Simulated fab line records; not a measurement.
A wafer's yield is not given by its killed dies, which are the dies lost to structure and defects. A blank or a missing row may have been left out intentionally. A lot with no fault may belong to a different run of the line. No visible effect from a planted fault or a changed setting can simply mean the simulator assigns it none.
Matching of chambers -- flow n5_finfet -- N5_BEOL_M6_ETCH_61 on rie_diel-04: 4 sister chambers
The step etches SiARC in CF4, target depth 45.5 nm, time 75.8 s. 14 wafers are shown with their chamber, then 7 later ones without.

== WAFERS PAIRED WITH THEIR CHAMBERS ==
wafer,chamber,showerhead_plenum_p_Torr (Torr),drypump_motor_current_A (A),throttle_valve_pct (%)
L075.1,1,2.04,5.9,15.48
L075.4,2,2.09,6.3,15.76
L075.6,0,2.20,5.7,15.65
L078.1,2,2.09,6.3,15.77
L078.2,0,2.20,5.7,15.66
L078.3,3,2.15,5.1,15.77
L079.3,0,2.20,5.7,15.67
L079.4,3,2.15,5.1,15.78
L079.5,1,2.03,5.8,15.50
L083.1,0,2.19,5.7,15.67
L083.5,3,2.15,5.1,15.79
L083.6,0,2.19,5.7,15.68
L085.3,1,2.03,5.8,15.51
L085.4,0,2.19,5.8,15.68

SIGNATURES (averages over the wafers above)
reading,chamber 0,chamber 1,chamber 2,chamber 3,scatter within a chamber
showerhead_plenum_p_Torr,2.1950,2.0333,2.0900,2.1500,0.00465
drypump_motor_current_A,5.717,5.833,6.300,5.100,0.0387
throttle_valve_pct,15.6683,15.4967,15.7650,15.7800,0.0118
Rule: distance of a wafer from a chamber = root of the sum over the readings of ((wafer's reading minus chamber's mean) / reading's scatter) squared. The wafer belongs to the nearest chamber; if the next one is less than 2 further off, it can't be placed. How the scatter is found: for the shown wafers, subtract from each reading the mean of its chamber, square and add these, divide the total by (wafers less chambers), then take the root.

== WAFERS WITH NO CHAMBER GIVEN ==
wafer,showerhead_plenum_p_Torr (Torr),drypump_motor_current_A (A),throttle_valve_pct (%)
L085.5,2.19,5.7,15.68
L094.1,2.14,5.0,15.84
L094.4,2.02,5.9,15.56
L094.5,2.14,5.1,15.83
L097.1,2.19,5.7,15.23
L097.2,2.08,6.3,15.85
L097.5,2.14,5.0,15.87

== EACH ONE'S CHAMBER ==
wafer,from the rows above,in truth
L085.5,0,0
L094.1,3,3
L094.4,1,1
L094.5,3,3
L097.1,0,0
L097.2,2,2
L097.5,3,3
Correctly placed: 7 of 7. Not placeable from these rows: 0. 0 placed wrongly.
